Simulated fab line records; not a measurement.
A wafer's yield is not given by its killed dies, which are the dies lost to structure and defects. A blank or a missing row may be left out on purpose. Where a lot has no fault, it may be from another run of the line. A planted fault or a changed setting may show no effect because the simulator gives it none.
fab line records	flow n5Finfet
record lots=11	wafers=33	lastDay=19
route steps=1938 shown FIN_SAQP@139 FIN_CUT@160 PASSIVATION@1936
lots that met no fault: from a run of the same line without faults
startH: start of the lot's first displayed wafer, in hours after the record's first day	waitH: hours from the lot's prior step to this one	" as in the row above	L1.1+2: several wafers, shown together as one row	- no value, or no start was given	* or withheld: withheld	< > ~ a bound
route shown NAME@n: NAME is a module with steps in the file, n the number in the route of the first one	usual: mean and standard deviation over wafers with no fault	same: alike in all rows	chamber/n: place in a boat	sites: readings site by site	_std_site: standard deviation of those values	_edge_site: outer sites' mean less inner sites'	radiusMm: for every site, how far away it sits from the centre of the wafer	mask NAME#n: copy n	behind: tool/chamber where the wafer was last shaped	hold: cause of the lot's hold/its duration in hours/its outcome	device: whichever transistor did not switch (one of n, p or np)	end of line: the tests these same wafers got at the end of their route	a step with no rows: only its recipe	killed: count of dies lost to structure and defects at first sort (not the wafer's yield)	map: the dies of a wafer, with x for killed, . for not killed, _ for no die there
set.NAME: the setting as run; set.NAME@STEP: as run at that earlier step	model.NAME: the simulator's own value behind a step, which no gauge read
one table for each step of the route and one row for each wafer, over a sample of lots
services: from which hour (startH, from the record's first day; less than 0 if before it) a tool's chamber was out of use, for how many hours, and why
## steps
# step N5_FIN_SAQP_SPACER2_ETCHBACK_29
# recipe chemistry=CHF3/O2	mode=anisotropicEtchback	target=SiO2	targetDepthA=122	timeS=6.1	pressureMtorr=30	sourceW=650	biasW=170	Ar_flow_sccm=200	CHF3_flow_sccm=50	O2_flow_sccm=5	ionEnergyEv=200
# usual drypumpMotorCurrentA=5.50/0.28	oesProductAu=0.76/0.085	rfVppV=517/8.7	showerheadPlenumPTorr=2.40/0.079	throttleValvePct=18.86/0.19
lot.wafer	tool	chamber	startH	waitH	drypumpMotorCurrentA	oesProductAu	rfHoursCounterH	rfVppV	showerheadPlenumPTorr	throttleValvePct
L722.2	rieDiel-01	3	33.98	0.2	5.27	0.68	233	508	2.35	18.96
L722.3	"	2	"	"	5.76	0.77	143	519	2.32	18.94
L722.5	"	1	"	"	5.64	0.72	-	530	2.30	18.81
L724.2	rieDiel-04	0	44.06	0.2	5.51	0.75	172	510	2.40	18.75
L724.3	"	1	"	"	5.94	0.75	163	524	2.32	18.88
L724.5	"	3	"	"	5.20	0.78	-	524	2.41	18.73
L725.3	rieDiel-01	2	50.90	0.2	5.76	0.77	151	519	2.32	18.97
L725.4	"	2	"	"	5.77	0.77	-	519	2.32	18.95
L725.6	"	0	"	"	5.34	0.74	-	523	2.50	18.80
L726.1	rieDiel-03	1	56.24	0.2	5.85	0.71	193	516	2.51	19.16
L726.3	"	3	"	"	5.43	0.95	8	500	2.44	18.67
L726.4	"	0	"	"	5.84	0.69	228	522	2.48	18.64
L731.4	rieDiel-03	3	86.61	0.4	5.41	0.91	20	498	2.44	18.71
L731.5	"	3	"	"	5.44	0.92	-	500	2.44	18.71
L731.6	"	2	"	"	4.96	0.69	-	505	2.29	19.33
L735.1	rieDiel-03	3	109.12	0.2	5.42	0.89	29	502	2.44	18.72
L735.3	"	0	"	"	5.85	0.67	249	523	2.47	18.67
L735.5	"	1	"	"	5.83	0.69	-	517	2.50	19.18
L736.2	rieDiel-04	0	114.54	0.2	5.54	0.72	196	513	2.39	18.80
L736.4	"	3	"	"	5.21	0.76	151	522	2.40	18.78
L736.5	"	3	"	"	5.22	0.76	-	524	2.40	18.78
L737.1	rieDiel-01	0	122.51	0.3	5.34	0.71	184	524	2.49	18.84
L737.2	"	1	"	"	5.66	0.69	197	530	2.30	18.83
L737.4	"	3	"	"	5.27	0.94	8	509	2.34	18.57
L739.1	rieDiel-03	1	133.70	0.2	5.84	0.68	223	517	2.50	19.21
L739.2	"	3	"	"	5.43	0.87	38	499	2.43	18.74
L739.3	"	2	"	"	4.97	0.98	4	513	2.58	18.91
L740.1	rieDiel-04	3	140.02	0.2	5.22	0.75	157	522	2.40	18.79
L740.2	"	2	"	"	5.41	0.69	234	519	2.37	18.75
L740.4	"	0	"	"	5.53	0.72	203	511	2.39	18.82
L742.3	rieDiel-04	1	152.53	0.4	5.92	0.72	198	523	2.31	18.92
L742.4	"	3	"	"	5.22	0.75	162	525	2.40	18.81
L742.5	"	1	"	"	5.91	0.73	-	523	2.31	18.93
# step N5_FIN_SAQP_ETCH_64
# recipe chemistry=CF4	target=SiO2	targetDepthA=15	ionEnergyEv=350	pressureMtorr=10	icpW=800	biasW=400	cf4FlowSccm=80
# usual drypumpMotorCurrentA=5.5/0.44	oesProductAu=1.007/0.016	throttleValvePct=21.67/0.22
lot.wafer	tool	chamber	startH	waitH	drypumpMotorCurrentA	oesProductAu	rfHoursCounterH	throttleValvePct
L722.2	rieSi-06	2	34.57	0.0	5.0	1.024	11	21.31
L722.3	"	0	"	"	5.4	0.989	168	21.99
L722.5	"	0	"	"	5.4	0.996	-	22.00
L724.2	rieSi-02	0	44.57	0.0	5.2	0.986	22	21.67
L724.3	"	3	"	"	5.4	1.015	22	21.66
L724.5	"	3	"	"	5.4	1.015	-	21.66
L725.3	rieSi-02	1	51.47	0.0	5.5	1.042	173	21.65
L725.4	"	2	"	"	5.9	1.000	21	21.56
L725.6	"	1	"	"	5.5	1.035	-	21.64
L726.1	rieSi-06	1	56.85	0.0	5.3	1.012	131	21.92
L726.3	"	0	"	"	5.3	0.998	169	21.99
L726.4	"	3	"	"	5.3	0.995	104	22.12
L731.4	rieSi-02	3	87.29	0.0	5.4	1.007	23	21.64
L731.5	"	0	"	"	5.2	0.991	-	21.69
L731.6	"	3	"	"	5.4	1.012	-	21.66
L735.1	rieSi-06	1	109.63	0.0	5.3	1.023	132	21.94
L735.3	"	3	"	"	5.3	1.013	105	22.15
L735.5	"	3	"	"	5.3	1.004	-	22.13
L736.2	rieSi-06	1	115.05	0.0	5.3	1.015	132	21.94
L736.4	"	1	"	"	5.3	1.021	-	21.94
L736.5	"	2	"	"	5.1	1.014	-	21.33
L737.1	rieSi-06	2	123.08	0.0	5.1	1.020	13	21.34
L737.2	"	1	"	"	5.3	1.007	132	21.92
L737.4	"	3	"	"	5.3	1.000	-	22.15
L739.1	rieSi-02	0	134.24	0.0	5.2	0.982	24	21.69
L739.2	"	2	"	"	5.9	0.992	22	21.56
L739.3	"	3	"	"	5.4	1.009	24	21.66
L740.1	rieSi-06	3	140.54	0.0	5.3	1.004	106	22.15
L740.2	"	2	"	"	5.0	1.014	13	21.33
L740.4	"	2	"	"	5.0	1.021	-	21.32
L742.3	rieSi-02	3	153.05	0.0	5.4	1.013	24	21.65
L742.4	"	0	"	"	5.2	0.987	24	21.69
L742.5	"	3	"	"	5.4	1.017	-	21.66
# step N5_FIN_CUT_EXPOSE_05
# recipe maskId=FIN_CUT	na=0.33	sourceShape=annular	sigmaInner=0.35	sigmaOuter=0.8	polarization=unpolarized	doseMj=45.75
# usual exposureDoseMJCm2=45.89/0.21
lot.wafer	tool	chamber	startH	waitH	mask	exposureDoseMJCm2
L722.2	euvScanner-01	0	35.02	-	FIN_CUT#0	46.09
L722.3	"	0	"	"	FIN_CUT#0	46.07
L722.5	"	0	"	"	FIN_CUT#0	46.05
L724.2	euvScanner-01	0	45.02	-	FIN_CUT#0	46.13
L724.3	"	0	"	"	FIN_CUT#0	46.07
L724.5	"	0	"	"	FIN_CUT#0	46.06
L725.3	euvScanner-01	0	51.92	-	FIN_CUT#0	46.15
L725.4	"	0	"	"	FIN_CUT#0	46.13
L725.6	"	0	"	"	FIN_CUT#0	46.11
L726.1	euvScanner-02	0	57.42	-	FIN_CUT#0	45.67
L726.3	"	0	"	"	FIN_CUT#0	45.65
L726.4	"	0	"	"	FIN_CUT#0	45.72
L731.4	euvScanner-02	0	87.88	-	FIN_CUT#0	45.76
L731.5	"	0	"	"	FIN_CUT#0	45.72
L731.6	"	0	"	"	FIN_CUT#0	45.76
L735.1	euvScanner-02	0	110.10	-	FIN_CUT#0	49.48
L735.3	"	0	"	"	FIN_CUT#0	49.58
L735.5	"	0	"	"	FIN_CUT#0	49.55
L736.2	euvScanner-02	0	115.50	-	FIN_CUT#0	48.71
L736.4	"	0	"	"	FIN_CUT#0	48.70
L736.5	"	0	"	"	FIN_CUT#0	48.75
L737.1	euvScanner-01	0	123.64	-	FIN_CUT#0	46.14
L737.2	"	0	"	"	FIN_CUT#0	46.18
L737.4	"	0	"	"	FIN_CUT#0	46.17
L739.1	euvScanner-01	0	134.80	-	FIN_CUT#0	46.07
L739.2	"	0	"	"	FIN_CUT#0	46.08
L739.3	"	0	"	"	FIN_CUT#0	46.06
L740.1	euvScanner-01	0	140.99	-	FIN_CUT#0	46.05
L740.2	"	0	"	"	FIN_CUT#0	46.04
L740.4	"	0	"	"	FIN_CUT#0	46.09
L742.3	euvScanner-01	0	153.63	-	FIN_CUT#0	46.00
L742.4	"	0	"	"	FIN_CUT#0	46.05
L742.5	"	0	"	"	FIN_CUT#0	46.03
# step N5_FIN_CUT_CD_MEAS_08
# recipe targetCdNm=29.1	landingEnergyEv=500	detector=seInlens	polarity=opening
# usual cdNm=29.09/0.23
lot.wafer	tool	chamber	startH	waitH	cdNm
L722.2	cdSem-01	0	35.15	-	28.78
L722.3	"	0	"	"	29.02
L722.5	"	0	"	"	28.89
L724.2	cdSem-02	0	45.14	-	29.06
L724.3	"	0	"	"	29.02
L724.5	"	0	"	"	29.26
L725.3	cdSem-02	0	52.04	-	29.31
L725.4	"	0	"	"	29.25
L725.6	"	0	"	"	28.80
L726.1	cdSem-03	0	57.55	-	28.94
L726.3	"	0	"	"	29.09
L726.4	"	0	"	"	29.12
L731.4	cdSem-02	0	87.99	-	29.00
L731.5	"	0	"	"	29.34
L731.6	"	0	"	"	29.41
L735.1	cdSem-02	0	110.24	-	30.62
L735.3	"	0	"	"	30.50
L735.5	"	0	"	"	30.85
L736.2	cdSem-02	0	115.63	-	30.30
L736.4	"	0	"	"	29.62
L736.5	"	0	"	"	30.48
L737.1	cdSem-03	0	123.78	-	28.93
L737.2	"	0	"	"	29.04
L737.4	"	0	"	"	28.86
L739.1	cdSem-01	0	134.94	-	29.21
L739.2	"	0	"	"	29.35
L739.3	"	0	"	"	29.48
L740.1	cdSem-03	0	141.12	-	29.11
L740.2	"	0	"	"	29.40
L740.4	"	0	"	"	28.98
L742.3	cdSem-01	0	153.76	-	28.81
L742.4	"	0	"	"	29.03
L742.5	"	0	"	"	28.90
# step N5_FIN_CUT_OVL_MEAS_09
# recipe pointsPerWafer=522
# usual FIN_CUT_OVL=-0.1/0.63
lot.wafer	tool	chamber	startH	waitH	FIN_CUT_OVL[nm]
L722.2	overlay-02	0	35.18	0.0	-0.7
L722.3	"	0	"	"	0.0
L722.5	"	0	"	"	-0.1
L724.2	overlay-01	0	45.18	0.0	0.3
L724.3	"	0	"	"	0.6
L724.5	"	0	"	"	0.5
L725.3	overlay-01	0	52.08	0.0	0.6
L725.4	"	0	"	"	-0.2
L725.6	"	0	"	"	-0.5
L726.1	overlay-01	0	57.58	0.0	-0.7
L726.3	"	0	"	"	-0.5
L726.4	"	0	"	"	-0.8
L731.4	overlay-02	0	88.04	0.0	-0.4
L731.5	"	0	"	"	-0.1
L731.6	"	0	"	"	0.5
L735.1	overlay-02	0	110.27	0.0	-0.4
L735.3	"	0	"	"	-0.4
L735.5	"	0	"	"	-0.9
L736.2	overlay-02	0	115.66	0.0	-0.7
L736.4	"	0	"	"	-1.0
L736.5	"	0	"	"	-0.5
L737.1	overlay-02	0	123.81	0.0	-0.1
L737.2	"	0	"	"	0.0
L737.4	"	0	"	"	-0.7
L739.1	overlay-02	0	134.97	0.0	1.0
L739.2	"	0	"	"	-0.6
L739.3	"	0	"	"	-0.4
L740.1	overlay-01	0	141.15	0.0	0.1
L740.2	"	0	"	"	0.8
L740.4	"	0	"	"	0.4
L742.3	overlay-01	0	153.79	0.0	0.7
L742.4	"	0	"	"	-0.5
L742.5	"	0	"	"	0.4
# step N5_PASSIVATION_PROBE_49
# usual killed_at_M0_to_M3=33/11	killed_at_M4_up=15/6.2	killedAtContacts=13/6.5	killedAtFrontEnd=38/11	killedAtOther=3.4/2.6	killedDies=102/17	killedOpen=67/12	killedShort=34/7.9
# same grossDies=1180	killedAtBackSide=0
lot.wafer	tool	chamber	startH	waitH	killed_at_M0_to_M3	killed_at_M4_up	killedAtContacts	killedAtFrontEnd	killedAtOther	killedDies	killedOpen	killedShort
L735.1	prober-01	-	391.87	0.0	25	13	8	33	1	80	57	23
L735.3	prober-01	-	391.97	0.1	34	12	9	37	1	93	66	27
L735.5	prober-01	-	392.07	0.2	32	14	7	31	5	89	64	25
# killed by level:class
L735.1 STI_FIN_REVEAL:geometricParticle:open=10 FIN_SAQP:geometricParticle:open=7 MOL_CONTACT_COAG:geometricParticle:open=7 BEOL_M1:geometricParticle:open=5 BEOL_M2:geometricParticle:open=5 BEOL_M0_SAQP:geometricParticle:short=4 BEOL_M3:geometricParticle:open=4 ILD0:geometricParticle:short=3
L735.3 STI_FIN_REVEAL:geometricParticle:open=11 BEOL_M1:geometricParticle:open=11 MOL_CONTACT_COAG:geometricParticle:open=8 BEOL_M2:geometricParticle:open=8 BEOL_M2:geometricParticle:short=6 FIN_SAQP:geometricParticle:short=5 DUMMY_GATE:geometricParticle:open=5 BEOL_M1:geometricParticle:short=5
L735.5 BEOL_M0_SAQP:geometricParticle:open=8 BEOL_M1:geometricParticle:open=8 STARTING-WAFER:geometricParticle:open=7 MOL_CONTACT_COAG:geometricParticle:open=5 STI_FIN_REVEAL:geometricParticle:open=4 GATE_CUT:geometricParticle:short=4 BEOL_M1:geometricParticle:short=4 BEOL_M3:geometricParticle:open=4
## services
tool	chamber	startH	hours	kind
euvScanner-01	-	14.20	1.0	pm
rieDiel-03	0	17.95	3.1	repair
rieSi-02	-	17.97	0.2	repair
rieSi-02	-	19.08	2.8	pm
rieSi-06	2	20.00	4.4	repair
euvScanner-02	-	21.52	4.6	pm
euvScanner-02	-	28.37	1.0	pm
rieDiel-04	3	31.04	2.3	repair
euvScanner-01	-	32.47	2.4	repair
rieDiel-01	-	37.50	1.2	repair
euvScanner-02	-	40.71	0.6	repair
rieDiel-04	-	48.86	2.8	pm
euvScanner-01	-	52.52	1.0	pm
rieDiel-04	0	55.90	3.5	repair
euvScanner-01	-	59.73	1.1	repair
euvScanner-01	-	60.95	4.6	pm
rieSi-06	0	82.82	81.4	repair
euvScanner-02	-	84.52	1.0	pm
rieSi-02	0	102.44	4.2	repair
euvScanner-01	-	108.63	1.0	pm
euvScanner-01	-	110.79	8.0	pm
euvScanner-02	-	140.67	1.0	pm
rieSi-02	1	146.42	1.5	repair
rieDiel-03	-	149.57	2.8	pm
## key
firstSign step=N5_FIN_CUT_EXPOSE_05	reading=exposureDoseMJCm2	direction=up	sigmas=16	usual=45.89	struck=49.13
effect step=N5_FIN_CUT_CD_MEAS_08	reading=cdNm	direction=up	sigmas=5.6	usual=29.09	struck=30.40	through=controlLoop
metAt N5_FIN_CUT_EXPOSE_05
struckLots L735,L736
testerLeftOut L735,L736
loopTrim step=N5_FIN_CUT_EXPOSE_05	setting=dose	lots=L736
notActingAt N5_FIN_SAQP_SPACER2_ETCHBACK_29,N5_FIN_SAQP_ETCH_64,N5_FIN_CUT_OVL_MEAS_09
onsetBetween 87.88 110.10
fault kind=processParameterDrift	tool=euvScanner-02	chamber=-	onsetH=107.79	steps=N5_FIN_CUT_EXPOSE_05	channel=doseMj	offset=3.8195	shape=step	actsIn=theseRecipesOnly	stated=45.75
# testerLeftOut: of these lots the tester's yield and bins aren't shown, on N5 and GAA mostly nor the transistor test; their killed dies are dies lost to structure and defects alone, not to doping, threshold or leakage, so they don't give the yield
# loopTrim: a control loop set the setting to another value than it would have without faults
